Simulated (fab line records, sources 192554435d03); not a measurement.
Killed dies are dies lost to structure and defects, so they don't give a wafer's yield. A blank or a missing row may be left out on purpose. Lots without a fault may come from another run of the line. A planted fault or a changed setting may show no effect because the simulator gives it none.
Split-lot experiment | flow n5_finfet | 7 lots, 21 wafers read, on a route of 1938 steps

THE SPLIT
At N5_SDB_EXPOSE_08 (exposes mask SDB), the setting dose_mj was moved away from the recipe's 49.6 on 7 of the 21 wafers read, by -6.3% to +6.9%. The other wafers ran this setting at the recipe's value.

FROM THE SPLIT TO THE READING: what the file shows between them, 2 steps
- N5_SDB_PEB_09: peb time 60 s
- N5_SDB_DEVELOP_10: develop time 30 s

THE READING
cd_nm, in nm, at N5_SDB_CD_MEAS_11 (target cd 50 nm). Fault-free wafers of this fab line usually give 50.3 nm, standard deviation 1 nm.

wafer  | tool, chamber at the split | dose_mj as run | against the recipe | cd_nm, nm | against lot-mates on the recipe
L077.2 | arfi_scanner-03, 0         | 49.6           | recipe             | 51.3      | -
L077.3 | arfi_scanner-03, 0         | 49.6           | recipe             | 51.0      | -
L077.6 | arfi_scanner-03, 0         | 47.03          | -5.2%              | 44.8      | -6.4
L081.1 | arfi_scanner-02, 0         | 49.6           | recipe             | 50.4      | -
L081.4 | arfi_scanner-02, 0         | 49.6           | recipe             | 50.7      | -
L081.5 | arfi_scanner-02, 0         | 49.6           | recipe             | 51.0      | -
L082.1 | arfi_scanner-01, 0         | 49.6           | recipe             | 49.6      | -
L082.5 | arfi_scanner-01, 0         | 49.6           | recipe             | 50.1      | -
L082.6 | arfi_scanner-01, 0         | 46.48          | -6.3%              | 43.8      | -6.1
L087.1 | arfi_scanner-03, 0         | 47.93          | -3.4%              | 47.1      | -1.8
L087.4 | arfi_scanner-03, 0         | 47.93          | -3.4%              | 46.8      | -2.1
L087.5 | arfi_scanner-03, 0         | 49.6           | recipe             | 48.9      | -
L089.1 | arfi_scanner-01, 0         | 49.6           | recipe             | 50.2      | -
L089.3 | arfi_scanner-01, 0         | 49.6           | recipe             | 51.4      | -
L089.5 | arfi_scanner-01, 0         | 53             | +6.9%              | 57.2      | +6.4
L091.1 | arfi_scanner-01, 0         | 49.6           | recipe             | 50.0      | -
L091.2 | arfi_scanner-01, 0         | 47.81          | -3.6%              | 46.7      | -4.4
L091.6 | arfi_scanner-01, 0         | 49.6           | recipe             | 52.2      | -
L096.1 | arfi_scanner-03, 0         | 49.6           | recipe             | 50.2      | -
L096.4 | arfi_scanner-03, 0         | 47.6           | -4.0%              | 43.8      | -5.8
L096.5 | arfi_scanner-03, 0         | 49.6           | recipe             | 48.9      | -

THE FIT
A straight line over all 21 wafers: cd_nm changes by +1.08 nm for each +1% of dose_mj; r = +0.95; the points scatter about the line by 0.94 nm.
The same after taking each lot's own level away (the mean of its wafers on the recipe; 21 wafers): +1 nm for each +1%; r = +0.96; scatter 0.84 nm.
On that fit, the largest move of dose_mj shifts the reading by 6.9 nm.
The lots' own levels span 48.90 to 51.15 nm, that is 2.2 times the standard deviation above.
So the lot-to-lot level changes the slope little: the two slopes agree.
Check: with one of the wafers moved furthest among these (+6.9%) left out of the fit, the line predicts +7.21 nm for it against its lot-mates. It came out at +6.4 nm against them.

OTHER SPLITS ON THESE WAFERS
These wafers also went through other splits before the reading. Each is held against what the fit with the lots' levels taken away leaves over:
other split on the same wafers         | wafers away from the commonest value | r with cd_nm (lot level and that fit taken away)
N5_ZERO_LAYER_PECVD_02 time_s          | 7                                    | +0.05
N5_PMOS_HMC_CHANNEL_EPI_ETCH_32 bias_w | 9                                    | -0.02
N5_FIN_SAQP_PECVD_06 time_s            | 8                                    | -0.30
N5_FIN_SAQP_PEB_14 peb_time_s          | 7                                    | +0.39
N5_SD_EPI_N_EPI_21 temp_c              | 4                                    | +0.10
N5_SD_EPI_P_COAT_03 spin_rpm           | 9                                    | -0.01

THE FILE'S OWN FIT
cd_nm changes by +1.04 nm for each +1% of dose_mj, r = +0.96.
